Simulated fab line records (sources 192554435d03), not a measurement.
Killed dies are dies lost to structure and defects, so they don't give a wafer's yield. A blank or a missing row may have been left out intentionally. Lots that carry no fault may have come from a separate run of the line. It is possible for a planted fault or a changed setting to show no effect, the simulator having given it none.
fab line records ; flow n5Finfet
[record] lots = 6; wafers = 18; lastDay = 16
route steps=1938 shown BEOL_M11@1593 BEOL_M12@1602
lots that met no fault: taken from a fault-free run of the same line
startH: the number of hours between the record's first day and the start of the first shown wafer of the lot ; waitH: hours since the lot's step before ; " unchanged from the row above ; L1.1+2: a single row standing in for several wafers ; - value missing, or start not given ; * or withheld: withheld ; < > ~ a bound
route shown NAME@n: NAME is a module with steps in the file, n the number in the route of the first one ; usual: the fault-free wafers' mean and standard deviation ; same: alike in all rows ; chamber/n: place in a boat ; sites: the reading at each site ; _std_site: their standard deviation ; _edge_site: inner sites' mean taken away from outer sites' mean ; radiusMm: how far each site lies from the wafer's centre ; mask NAME#n: copy n ; behind: the tool/chamber that last shaped the wafer ; hold: the reason the lot was held/the length of the hold in hours/how it ended ; device: names the non-switching transistor (n, p or np) ; end of line: the same wafers' tests at the end of the route ; for a step that has no rows: nothing shown but its recipe ; killed: dies lost to structure and defects at the first sort, not the wafer's yield ; map: dies across one wafer; x = killed, . = not, _ = none there
set.NAME: the setting that was run; set.NAME@STEP: the one run at that earlier step ; model.NAME: the simulator's own value behind a step, which no gauge read
lots at some steps of the route; a table a step, a row a wafer
services: a tool's chamber out of use, with start hour (startH, from the record's first day; less than 0 if before it), hours out, and reason
[[steps]]
[step N5_BEOL_M11_SPUTTER_48]
[recipe] material = Cu; targetThkA = 120; tempC = -20; biasV = 60; powerW = 26000; chamberPressurePa = 0.13; timeS = 2
[usual] substrateTempC = -20.00/0.11; throttleValvePct = 30.7/0.85
lot.wafer;tool;chamber;startH;waitH;substrateTempC;throttleValvePct
L424.1;pvdSputter-01;-;285.69;0.2;-19.99;30.5
L424.3;pvdSputter-01;-;285.69;0.2;-19.95;30.1
L424.4;pvdSputter-01;-;285.69;0.2;-19.99;30.1
L427.1;pvdSputter-03;-;317.17;0.1;-19.92;30.5
L427.3;pvdSputter-03;-;317.17;0.1;-20.10;31.7
L427.5;pvdSputter-03;-;317.17;0.1;-19.96;30.8
L431.2;pvdSputter-03;-;327.27;0.1;-20.04;30.6
L431.5;pvdSputter-03;-;327.27;0.1;-19.89;30.4
L431.6;pvdSputter-03;-;327.27;0.1;-20.10;31.6
L430.4;pvdSputter-03;-;328.35;0.1;-20.00;31.3
L430.5;pvdSputter-03;-;328.35;0.1;-19.84;31.6
L430.6;pvdSputter-03;-;328.35;0.1;-19.98;30.3
L434.2;pvdSputter-03;-;333.21;0.1;-19.95;30.9
L434.4;pvdSputter-03;-;333.21;0.1;-19.91;31.6
L434.5;pvdSputter-03;-;333.21;0.1;-19.97;30.4
L435.2;pvdSputter-02;-;340.14;0.7;-20.08;29.8
L435.3;pvdSputter-02;-;340.14;0.7;-20.06;32.6
L435.6;pvdSputter-02;-;340.14;0.7;-19.87;30.8
[step N5_BEOL_M11_ECD_50]
[recipe] material = Cu; targetThkA = 3180
[step N5_BEOL_M11_ANNEAL_51]
[recipe] tempC = 225; timeS = 90; ambient = N2
[usual] wafer_temp_C_max = 226.5/0.61
lot.wafer;tool;chamber;startH;waitH;wafer_temp_C_max
L424.1;rtpAnneal-01;0;286.00;0.2;227.0
L424.3;rtpAnneal-01;0;286.00;0.2;226.6
L424.4;rtpAnneal-01;0;286.00;0.2;227.0
L427.1;rtpAnneal-01;0;317.46;0.1;227.0
L427.3;rtpAnneal-01;0;317.46;0.1;226.8
L427.5;rtpAnneal-01;0;317.46;0.1;226.8
L431.2;rtpAnneal-01;0;327.54;0.1;227.4
L431.5;rtpAnneal-01;0;327.54;0.1;226.8
L431.6;rtpAnneal-01;0;327.54;0.1;227.0
L430.4;rtpAnneal-01;0;329.23;0.7;226.6
L430.5;rtpAnneal-01;0;329.23;0.7;227.4
L430.6;rtpAnneal-01;0;329.23;0.7;227.0
L434.2;rtpAnneal-01;0;333.60;0.2;227.3
L434.4;rtpAnneal-01;0;333.60;0.2;226.8
L434.5;rtpAnneal-01;0;333.60;0.2;226.5
L435.2;rtpAnneal-01;0;340.57;0.3;226.9
L435.3;rtpAnneal-01;0;340.57;0.3;226.8
L435.6;rtpAnneal-01;0;340.57;0.3;226.9
[step N5_BEOL_M11_CMP_52]
[recipe] stopOn = SiCOH_lowk; tOverpolishS = 7; downForcePsi = 1; platenRpm = 50; clearingPlatenDownForcePsi = 1.5; clearingPlatenRpm = 50; postCmpClean = cuAlkaline; targetThkNm = 140; clearingPlatenPadVelocityMS = 0.99484; padVelocityMS = 0.99484
[usual] barrierFieldEndpointS = 29.4/0.74; motorCurrentA = 5.6/0.57; overpolishRunS = 7.001/0.0091; timeToEndpointS = 68/3.8
[same] tOverpolishS = 7
lot.wafer;tool;chamber;startH;waitH;barrierFieldEndpointS;motorCurrentA;overpolishRunS;timeToEndpointS
L424.1;cmp-01;0;286.34;0.3;29.3;5.3;6.989;65
L424.4;cmp-01;1;286.34;0.3;28.6;6.0;7.018;65
L424.3;cmp-01;2;286.34;0.3;29.7;6.9;7.009;67
L427.3;cmp-04;1;317.83;0.2;29.7;6.6;7.014;68
L427.1;cmp-04;2;317.83;0.2;28.7;5.2;7.006;63
L427.5;cmp-04;0;317.83;0.2;29.1;5.6;6.977;64
L431.2;cmp-02;2;328.21;0.6;29.0;4.8;7.014;66
L431.6;cmp-02;1;328.21;0.6;29.2;5.3;7.023;64
L431.5;cmp-02;2;328.21;0.6;30.0;4.4;6.978;65
L430.4;cmp-04;3;329.51;0.2;29.8;6.0;6.984;73
L430.5;cmp-04;0;329.51;0.2;29.9;5.6;6.991;67
L430.6;cmp-04;1;329.51;0.2;29.9;6.4;7.008;72
L434.2;cmp-02;1;333.89;0.2;29.0;5.3;7.007;63
L434.4;cmp-02;2;333.89;0.2;29.1;4.7;7.000;65
L434.5;cmp-02;1;333.89;0.2;30.5;5.2;7.006;68
L435.2;cmp-02;1;340.89;0.3;29.6;5.3;6.993;72
L435.3;cmp-02;2;340.89;0.3;29.4;4.6;7.006;70
L435.6;cmp-02;3;340.89;0.3;31.5;5.6;7.004;76
[step N5_BEOL_M11_THK_MEAS_53]
[recipe] thkMeasGauge = xrf; reads = Cu_of_BEOL_M11_ECD_50
[usual] M11_THK = 141.4/2.8
lot.wafer;tool;chamber;startH;waitH;M11_THK[nm]
L424.1;filmMetro-02;-;286.60;-;142.0
L424.3;filmMetro-02;-;286.60;-;138.0
L424.4;filmMetro-02;-;286.60;-;139.4
L427.1;filmMetro-02;-;318.05;-;134.9
L427.3;filmMetro-02;-;318.05;-;142.7
L427.5;filmMetro-02;-;318.05;-;142.3
L431.2;filmMetro-01;-;328.46;-;139.0
L431.5;filmMetro-01;-;328.46;-;142.9
L431.6;filmMetro-01;-;328.46;-;141.9
L430.4;filmMetro-02;-;329.69;-;142.3
L430.5;filmMetro-02;-;329.69;-;144.1
L430.6;filmMetro-02;-;329.69;-;142.6
L434.2;filmMetro-01;-;334.15;-;140.0
L434.4;filmMetro-01;-;334.15;-;139.7
L434.5;filmMetro-01;-;334.15;-;144.1
L435.2;filmMetro-01;-;341.11;-;138.5
L435.3;filmMetro-01;-;341.11;-;139.9
L435.6;filmMetro-01;-;341.11;-;138.7
[step N5_BEOL_M11_PRE_CLEAN_55]
[recipe] gas = NH3; timeS = 15; tempC = withheld; rfPowerW = 300
[step N5_BEOL_M11_DEP_56]
[recipe] material = SiCN; targetThkA = 300; tempC = withheld; precursor = 3MS/NH3; pressureTorr = 3; rfW = 675; timeS = 10.5
[step N5_BEOL_M11_RS_MEAS_57]
[recipe] thkMeasGauge = four-point-probe; reads = Cu_of_BEOL_M11_ECD_50+Co_of_BEOL_M11_CVD_75+TaN_of_BEOL_M11_ALD_74
[usual] M11_RS = 0.150/0.0031
lot.wafer;tool;chamber;startH;waitH;M11_RS[ohm/sq]
L424.1;filmMetro-02;-;286.72;0.0;0.149
L424.3;filmMetro-02;-;286.72;0.0;0.154
L424.4;filmMetro-02;-;286.72;0.0;0.152
L427.1;filmMetro-02;-;318.17;0.0;0.158
L427.3;filmMetro-02;-;318.17;0.0;0.148
L427.5;filmMetro-02;-;318.17;0.0;0.148
L431.2;filmMetro-01;-;328.59;0.0;0.153
L431.5;filmMetro-01;-;328.59;0.0;0.147
L431.6;filmMetro-01;-;328.59;0.0;0.149
L430.4;filmMetro-02;-;329.82;0.0;0.149
L430.5;filmMetro-02;-;329.82;0.0;0.147
L430.6;filmMetro-02;-;329.82;0.0;0.148
L434.2;filmMetro-02;-;334.28;0.0;0.151
L434.4;filmMetro-02;-;334.28;0.0;0.151
L434.5;filmMetro-02;-;334.28;0.0;0.146
L435.2;filmMetro-02;-;341.24;0.0;0.154
L435.3;filmMetro-02;-;341.24;0.0;0.151
L435.6;filmMetro-02;-;341.24;0.0;0.153
[step N5_BEOL_M11_INSPECT_58]
[recipe] inspectInstrument = darkfield; mode = postDep
[usual] rawDefectCount = 74/24
lot.wafer;tool;chamber;startH;waitH;rawDefectCount
L424.1;defectInspect-01;-;286.75;0.0;68
L424.3;defectInspect-01;-;286.75;0.0;133
L424.4;defectInspect-01;-;286.75;0.0;85
L427.1;defectInspect-01;-;318.20;0.0;71
L427.3;defectInspect-01;-;318.20;0.0;61
L427.5;defectInspect-01;-;318.20;0.0;76
L431.2;defectInspect-02;-;328.62;0.0;16
L431.5;defectInspect-02;-;328.62;0.0;45
L431.6;defectInspect-02;-;328.62;0.0;35
L430.4;defectInspect-01;-;329.84;0.0;129
L430.5;defectInspect-01;-;329.84;0.0;87
L430.6;defectInspect-01;-;329.84;0.0;95
L434.2;defectInspect-02;-;334.30;0.0;58
L434.4;defectInspect-02;-;334.30;0.0;68
L434.5;defectInspect-02;-;334.30;0.0;93
L435.2;defectInspect-01;-;341.26;0.0;41
L435.3;defectInspect-01;-;341.26;0.0;49
L435.6;defectInspect-01;-;341.26;0.0;27
[step N5_BEOL_M12_ILD_DEP_00]
[recipe] material = SiOC; targetThkA = 6589.2; tempC = 350; precursor = DEMS/O2; pressureTorr = 5; rfW = 500; timeS = 130.7
[usual] heaterPowerW = 479/58; showerheadPlenumPTorr = 5.701/0.014; throttleValvePct = 11.8/0.66
lot.wafer;tool;chamber;startH;waitH;heaterPowerW;showerheadPlenumPTorr;throttleValvePct
L424.1;pecvd-02;0;286.78;0.0;444;5.684;11.7
L424.3;pecvd-02;1;286.78;0.0;454;5.717;12.4
L424.4;pecvd-02;1;286.78;0.0;468;5.710;12.4
L427.1;pecvd-04;0;318.24;0.0;575;5.693;12.5
L427.3;pecvd-04;1;318.24;0.0;453;5.723;12.0
L427.5;pecvd-04;2;318.24;0.0;382;5.704;10.9
L431.2;pecvd-03;2;328.67;0.1;582;5.690;11.5
L431.5;pecvd-03;1;328.67;0.1;468;5.724;12.0
L431.6;pecvd-03;0;328.67;0.1;453;5.710;12.5
L430.4;pecvd-04;0;329.93;0.1;554;5.696;12.1
L430.5;pecvd-04;0;329.93;0.1;585;5.688;12.3
L430.6;pecvd-04;1;329.93;0.1;447;5.714;11.8
L434.2;pecvd-04;0;334.34;0.0;519;5.699;12.4
L434.4;pecvd-04;1;334.34;0.0;439;5.717;11.9
L434.5;pecvd-04;0;334.34;0.0;562;5.708;12.3
L435.2;pecvd-03;2;341.30;0.0;555;5.697;11.6
L435.3;pecvd-03;0;341.30;0.0;422;5.710;12.3
L435.6;pecvd-03;0;341.30;0.0;439;5.695;12.1
[step N5_BEOL_M12_THK_MEAS_01]
[recipe] reads = SiOC_of_BEOL_M12_ILD_DEP_00
[usual] M12_ILD_THK = 661/7.7
lot.wafer;tool;chamber;startH;waitH;M12_ILD_THK[nm]
L424.1;filmMetro-02;-;286.92;0.1;650
L424.3;filmMetro-02;-;286.92;0.1;653
L424.4;filmMetro-02;-;286.92;0.1;662
L427.1;filmMetro-02;-;318.37;0.1;653
L427.3;filmMetro-02;-;318.37;0.1;655
L427.5;filmMetro-02;-;318.37;0.1;662
L431.2;filmMetro-02;-;328.80;0.1;662
L431.5;filmMetro-02;-;328.80;0.1;668
L431.6;filmMetro-02;-;328.80;0.1;672
L430.4;filmMetro-02;-;330.06;0.1;655
L430.5;filmMetro-02;-;330.06;0.1;660
L430.6;filmMetro-02;-;330.06;0.1;661
L434.2;filmMetro-02;-;334.52;0.1;656
L434.4;filmMetro-02;-;334.52;0.1;662
L434.5;filmMetro-02;-;334.52;0.1;664
L435.2;filmMetro-02;-;341.43;0.1;663
L435.3;filmMetro-02;-;341.43;0.1;655
L435.6;filmMetro-02;-;341.43;0.1;661
[step N5_BEOL_M12_COAT_58]
[recipe] resist = BARC; tempC = 205; timeS = 60; spinRpm = 1500; resistThkNm = 89
[step N5_BEOL_M12_COAT_04]
[recipe] spinRpm = 1625; resistThkNm = 400
[usual] spinSpeedRpm = 1625.3/1.1
lot.wafer;tool;chamber;startH;waitH;spinSpeedRpm;model.coat_of_BEOL_M12_COAT_04.thkNm
L424.1;lithoTrack-02;0;286.95;-;1624.9;399.4
L424.3;lithoTrack-02;0;286.95;-;1625.7;399.6
L424.4;lithoTrack-02;0;286.95;-;1625.6;400
L427.1;lithoTrack-05;0;318.40;-;1625.0;400
L427.3;lithoTrack-05;0;318.40;-;1625.6;401.4
L427.5;lithoTrack-05;0;318.40;-;1625.1;400.8
L431.2;lithoTrack-02;0;328.84;-;1551.6;409.6
L431.5;lithoTrack-02;0;328.84;-;1550.7;410.6
L431.6;lithoTrack-02;0;328.84;-;1551.9;409.4
L430.4;lithoTrack-05;0;330.10;-;1625.7;400.2
L430.5;lithoTrack-05;0;330.10;-;1624.7;401
L430.6;lithoTrack-05;0;330.10;-;1626.1;399.4
L434.2;lithoTrack-03;0;334.55;-;1627.0;402.4
L434.4;lithoTrack-03;0;334.55;-;1627.9;402.6
L434.5;lithoTrack-03;0;334.55;-;1626.6;401.4
L435.2;lithoTrack-02;0;341.47;-;1550.6;409.2
L435.3;lithoTrack-02;0;341.47;-;1551.8;408.8
L435.6;lithoTrack-02;0;341.47;-;1549.0;409.2
[step N5_BEOL_M12_EBR_06]
[recipe] solvent = PGMEA; ebrWidthMm = 1.5
[step N5_BEOL_M12_SOFTBAKE_05]
[recipe] tempC = 130; timeS = 60
[step N5_BEOL_M12_EXPOSE_07]
[recipe] maskId = V11; na = 0.93; sourceShape = conventional; sigmaOuter = 0.6; polarization = unpolarized; attpsmPhaseDeg = 180; doseMj = 32.5
[step N5_BEOL_M12_PEB_08]
[recipe] pebTempC = 130; pebTimeS = 90
[step N5_BEOL_M12_DEVELOP_09]
[recipe] developTimeS = 45; rinseLiquid = diw; dry = airSpin; devTempC = 21
[step N5_BEOL_M12_HARDBAKE_14]
[recipe] tempC = 130; timeS = 120
[step N5_BEOL_M12_CD_MEAS_10]
[recipe] targetCdNm = 140; landingEnergyEv = 500; detector = seInlens; polarity = opening
[usual] cdNm = 140.5/1.5
lot.wafer;tool;chamber;startH;waitH;cdNm
L424.1;cdSem-03;0;287.34;-;141.1
L424.3;cdSem-03;0;287.34;-;139.4
L424.4;cdSem-03;0;287.34;-;139.6
L427.1;cdSem-03;0;318.67;-;141.2
L427.3;cdSem-03;0;318.67;-;140.5
L427.5;cdSem-03;0;318.67;-;141.9
L431.2;cdSem-01;0;329.11;-;138.5
L431.5;cdSem-01;0;329.11;-;138.0
L431.6;cdSem-01;0;329.11;-;139.0
L430.4;cdSem-02;0;330.37;-;139.3
L430.5;cdSem-02;0;330.37;-;139.1
L430.6;cdSem-02;0;330.37;-;138.9
L434.2;cdSem-02;0;334.82;-;138.5
L434.4;cdSem-02;0;334.82;-;138.6
L434.5;cdSem-02;0;334.82;-;141.0
L435.2;cdSem-01;0;341.86;-;141.5
L435.3;cdSem-01;0;341.86;-;142.1
L435.6;cdSem-01;0;341.86;-;141.4
[step N5_BEOL_M12_OVL_MEAS_11]
[recipe] pointsPerWafer = 44
[usual] V11_OVL = 5/5.4
lot.wafer;tool;chamber;startH;waitH;V11_OVL[nm]
L424.1;overlay-01;0;287.37;0.0;-4
L424.3;overlay-01;0;287.37;0.0;11
L424.4;overlay-01;0;287.37;0.0;4
L427.1;overlay-02;0;318.70;0.0;-3
L427.3;overlay-02;0;318.70;0.0;1
L427.5;overlay-02;0;318.70;0.0;-1
L431.2;overlay-01;0;329.14;0.0;10
L431.5;overlay-01;0;329.14;0.0;4
L431.6;overlay-01;0;329.14;0.0;17
L430.4;overlay-02;0;330.39;0.0;1
L430.5;overlay-02;0;330.39;0.0;2
L430.6;overlay-02;0;330.39;0.0;6
L434.2;overlay-02;0;334.85;0.0;6
L434.4;overlay-02;0;334.85;0.0;6
L434.5;overlay-02;0;334.85;0.0;5
L435.2;overlay-01;0;341.89;0.0;2
L435.3;overlay-01;0;341.89;0.0;7
L435.6;overlay-01;0;341.89;0.0;12
[step N5_BEOL_M12_INSPECT_12]
[recipe] mode = adi; inspectInstrument = macro
[usual] rawDefectCount = 2.1/1.5
lot.wafer;tool;chamber;startH;waitH;rawDefectCount
L424.1;defectInspect-02;-;287.40;0.0;0
L424.3;defectInspect-02;-;287.40;0.0;1
L424.4;defectInspect-02;-;287.40;0.0;0
L427.1;defectInspect-02;-;318.73;0.0;1
L427.3;defectInspect-02;-;318.73;0.0;1
L427.5;defectInspect-02;-;318.73;0.0;1
L431.2;defectInspect-01;-;329.16;0.0;2
L431.5;defectInspect-01;-;329.16;0.0;2
L431.6;defectInspect-01;-;329.16;0.0;1
L430.4;defectInspect-02;-;330.42;0.0;1
L430.5;defectInspect-02;-;330.42;0.0;2
L430.6;defectInspect-02;-;330.42;0.0;0
L434.2;defectInspect-02;-;334.88;0.0;1
L434.4;defectInspect-02;-;334.88;0.0;3
L434.5;defectInspect-02;-;334.88;0.0;1
L435.2;defectInspect-02;-;341.91;0.0;2
L435.3;defectInspect-02;-;341.91;0.0;5
L435.6;defectInspect-02;-;341.91;0.0;3
[step N5_BEOL_M12_DESCUM_15]
[recipe] chemistry = O2; timeS = 7.9; sourcePowerW = 50; biasPowerW = 20; pressureMtorr = 20; rfFrequencyHz = 2.712e+07; tempC = 40; o2FlowSccm = 225
[step N5_BEOL_M12_ETCH_59]
[recipe] chemistry = N2/H2; target = BARC; targetDepthA = 890; overetchA = 267; timeS = 67.9; ionEnergyEv = 200; pressureMtorr = 30; sourceW = 840; biasW = 150; n2FlowSccm = 200; h2FlowSccm = 200
[step N5_BEOL_M12_VIA_ETCH_16]
[recipe] chemistry = C4F8/O2/Ar; target = SiOC; pressureMtorr = 30; sourceW = 3000; biasW = 700; Ar_flow_sccm = 400; C4F8_flow_sccm = 15; O2_flow_sccm = 8; heInnerTorr = 15; heOuterTorr = 30; targetDepthA = 7248; timeS = withheld; ionEnergyEv = 250; ends = cleared
[usual] drypumpMotorCurrentA = 5.6/0.43; oesProductAu = 0.73/0.062; rfVppV = 666.1/2.5; showerheadPlenumPTorr = 3.43/0.088; throttleValvePct = 24.16/0.15
lot.wafer;tool;chamber;startH;waitH;drypumpMotorCurrentA;oesProductAu;rfVppV;showerheadPlenumPTorr;throttleValvePct;model.coat_of_BEOL_M12_COAT_04.thkNm
L424.1;rieDiel-05;0;287.69;0.0;5.7;0.69;666.3;3.44;23.94;125.4
L424.3;rieDiel-05;1;287.69;0.0;5.9;0.78;662.9;3.29;24.21;124.6
L424.4;rieDiel-05;3;287.69;0.0;6.3;0.81;666.4;3.48;24.12;120.6
L427.1;rieDiel-06;2;318.92;0.0;5.3;0.72;669.2;3.54;23.96;125.6
L427.3;rieDiel-06;0;318.92;0.0;5.3;0.65;664.8;3.38;24.38;125.2
L427.5;rieDiel-06;3;318.92;0.0;5.1;0.78;664.0;3.49;24.23;122.2
L431.2;rieDiel-01;1;329.28;0.0;6.1;0.70;665.3;3.43;24.36;131.2
L431.5;rieDiel-01;1;329.28;0.0;6.1;0.70;663.7;3.43;24.35;129.4
L431.6;rieDiel-01;2;329.28;0.0;4.9;0.76;667.2;3.45;24.02;126.8
L430.4;rieDiel-05;2;330.80;0.0;5.8;0.74;662.5;3.29;24.29;123.6
L430.5;rieDiel-05;0;330.80;0.0;5.7;0.68;665.4;3.44;23.97;124.2
L430.6;rieDiel-05;3;330.80;0.0;6.3;0.77;668.6;3.47;24.13;120.6
L434.2;rieDiel-05;3;335.05;0.0;6.3;0.77;666.8;3.47;24.13;125.8
L434.4;rieDiel-05;0;335.05;0.0;5.7;0.68;665.8;3.44;23.96;125.8
L434.5;rieDiel-05;3;335.05;0.0;6.3;0.78;666.5;3.47;24.17;122.4
L435.2;rieDiel-06;2;342.23;0.0;5.3;0.72;669.8;3.54;23.94;131.6
L435.3;rieDiel-06;0;342.23;0.0;5.4;0.64;663.1;3.37;24.37;133.6
L435.6;rieDiel-06;1;342.23;0.0;6.2;0.85;672.3;3.63;24.05;131.8
[step N5_BEOL_M12_STRIP_63]
[recipe] chemistry = N2/H2; powerW = 1000; tempC = 250; h2Frac = 0.65; overashFraction = 0.3; pressureMtorr = 1000; n2FlowSccm = 1750; h2FlowSccm = 3250
[usual] drypumpMotorCurrentA = 5.75/0.28; heaterPowerW = 359/28; oesProductAu = 0.693/0.0048; stripTimeToEndpointS = 42.4/0.71
lot.wafer;tool;chamber;startH;waitH;drypumpMotorCurrentA;heaterPowerW;oesProductAu;rfHoursCounterH;stripTimeToEndpointS
L424.1;plasmaAsher-01;0;287.89;-;5.35;301;0.690;132;43.1
L424.3;plasmaAsher-01;0;287.89;-;5.35;303;0.697;-;42.9
L424.4;plasmaAsher-01;1;287.89;-;6.17;391;0.700;-;41.8
L427.1;plasmaAsher-02;1;319.12;-;5.94;376;0.692;83;43.2
L427.3;plasmaAsher-02;1;319.12;-;5.96;375;0.695;-;43.0
L427.5;plasmaAsher-02;1;319.12;-;5.96;373;0.683;-;42.3
L431.2;plasmaAsher-02;0;329.48;-;5.52;359;0.696;85;44.7
L431.5;plasmaAsher-02;1;329.48;-;5.96;375;0.706;-;44.2
L431.6;plasmaAsher-02;0;329.48;-;5.52;376;0.687;-;43.5
L430.4;plasmaAsher-02;0;331.02;-;5.54;369;0.689;-;42.6
L430.5;plasmaAsher-02;1;331.02;-;5.95;368;0.692;-;42.8
L430.6;plasmaAsher-02;0;331.02;-;5.54;366;0.694;-;41.8
L434.2;plasmaAsher-02;0;335.25;-;5.55;387;0.702;86;43.2
L434.4;plasmaAsher-02;0;335.25;-;5.55;366;0.696;-;43.2
L434.5;plasmaAsher-02;1;335.25;-;5.95;384;0.696;-;42.3
L435.2;plasmaAsher-01;0;342.42;-;5.38;301;0.698;144;44.8
L435.3;plasmaAsher-01;1;342.42;-;6.12;389;0.690;-;45.3
L435.6;plasmaAsher-01;0;342.42;-;5.37;299;0.697;-;44.9
[step N5_BEOL_M12_STRIP_64]
[recipe] chemistry = N2/H2; powerW = 1000; tempC = 250; h2Frac = 0.65; overashFraction = 0.3; pressureMtorr = withheld; n2FlowSccm = 1750; h2FlowSccm = 3250
[usual] drypumpMotorCurrentA = 5.75/0.28; heaterPowerW = 359/28; oesProductAu = 0.714/0.0044; stripTimeToEndpointS = 31.31/0.088
lot.wafer;tool;chamber;startH;waitH;drypumpMotorCurrentA;heaterPowerW;oesProductAu;rfHoursCounterH;stripTimeToEndpointS
L424.1;plasmaAsher-01;0;287.95;0.0;5.39;304;0.716;132;31.23
L424.3;plasmaAsher-01;0;287.95;0.0;5.39;297;0.715;-;31.21
L424.4;plasmaAsher-01;1;287.95;0.0;6.16;378;0.708;-;31.25
L427.1;plasmaAsher-02;1;319.18;0.0;5.94;371;0.711;83;31.31
L427.3;plasmaAsher-02;1;319.18;0.0;5.98;375;0.723;-;31.19
L427.5;plasmaAsher-02;1;319.18;0.0;5.95;372;0.712;-;31.26
L431.2;plasmaAsher-02;0;329.54;0.0;5.55;372;0.711;85;31.34
L431.5;plasmaAsher-02;1;329.54;0.0;5.97;365;0.717;-;31.42
L431.6;plasmaAsher-02;0;329.54;0.0;5.55;370;0.717;-;31.36
L430.4;plasmaAsher-02;0;331.08;0.0;5.53;367;0.712;-;31.47
L430.5;plasmaAsher-02;1;331.08;0.0;5.97;366;0.713;-;31.40
L430.6;plasmaAsher-02;0;331.08;0.0;5.55;359;0.714;-;31.44
L434.2;plasmaAsher-02;0;335.31;0.0;5.54;367;0.716;86;31.29
L434.4;plasmaAsher-02;0;335.31;0.0;5.55;377;0.711;-;31.25
L434.5;plasmaAsher-02;1;335.31;0.0;5.97;372;0.714;-;31.33
L435.2;plasmaAsher-01;0;342.48;0.0;5.38;298;0.713;144;31.25
L435.3;plasmaAsher-01;1;342.48;0.0;6.16;372;0.714;-;31.28
L435.6;plasmaAsher-01;0;342.48;0.0;5.39;302;0.705;-;31.25
[[services]]
tool;chamber;startH;hours;kind
rieDiel-01;3;263.49;2.6;repair
rieDiel-01;3;266.36;-;clean
cmp-04;-;277.14;9.5;pm
rieDiel-06;1;287.58;-;clean
rieDiel-06;1;287.58;-;consumableReplace:focusRing
rieDiel-06;1;287.58;-;consumableReplace:showerhead
rieDiel-06;1;287.58;19.8;scheduledDown
rieDiel-06;1;287.58;19.8;ventCycle
pecvd-04;1;287.77;1.9;repair
cmp-01;-;290.15;2.1;repair
rieDiel-05;-;290.15;2.6;repair
cmp-04;-;293.90;0.8;repair
pecvd-04;2;296.36;2.1;scheduledDown
rieDiel-06;0;300.58;5.8;repair
cmp-01;-;302.33;2.1;repair
cmp-02;-;313.84;4.0;pm
pecvd-02;-;316.12;14.6;pm
cmp-02;-;317.84;-;consumableReplace:conditioner
cmp-02;-;317.84;-;consumableReplace:pad
pecvd-04;-;326.25;2.8;pm
cmp-04;-;326.72;2.6;repair
cmp-01;-;326.75;4.6;pm
pecvd-04;2;329.76;6.5;repair
pecvd-02;-;340.21;4.0;repair
[[key]]
[firstSign] step = N5_BEOL_M12_COAT_04; reading = spinSpeedRpm; direction = down; sigmas = 70; usual = *; struck = *
[effect] step = N5_BEOL_M12_STRIP_63; reading = stripTimeToEndpointS; direction = up; sigmas = 3.1; usual = *; struck = *
[modelEffect] step = N5_BEOL_M12_COAT_04; value = coat_of_BEOL_M12_COAT_04.thkNm; without = 399.9; struck = 409.5
[modelEffect] step = N5_BEOL_M12_VIA_ETCH_16; value = coat_of_BEOL_M12_COAT_04.thkNm; without = 121.2; struck = 130.7
metAt N5_BEOL_M12_COAT_04
struckWafers L431.2,L431.5,L431.6,L435.2,L435.3,L435.6
onsetBetween 286.95 328.84
[fault] kind = processParameterDrift; tool = lithoTrack-02; chamber = -; onsetH = 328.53; steps = N5_BEOL_M12_COAT_04; channel = spinRpm; offset = *; shape = step; endH = 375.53; actsIn = *; stated = *
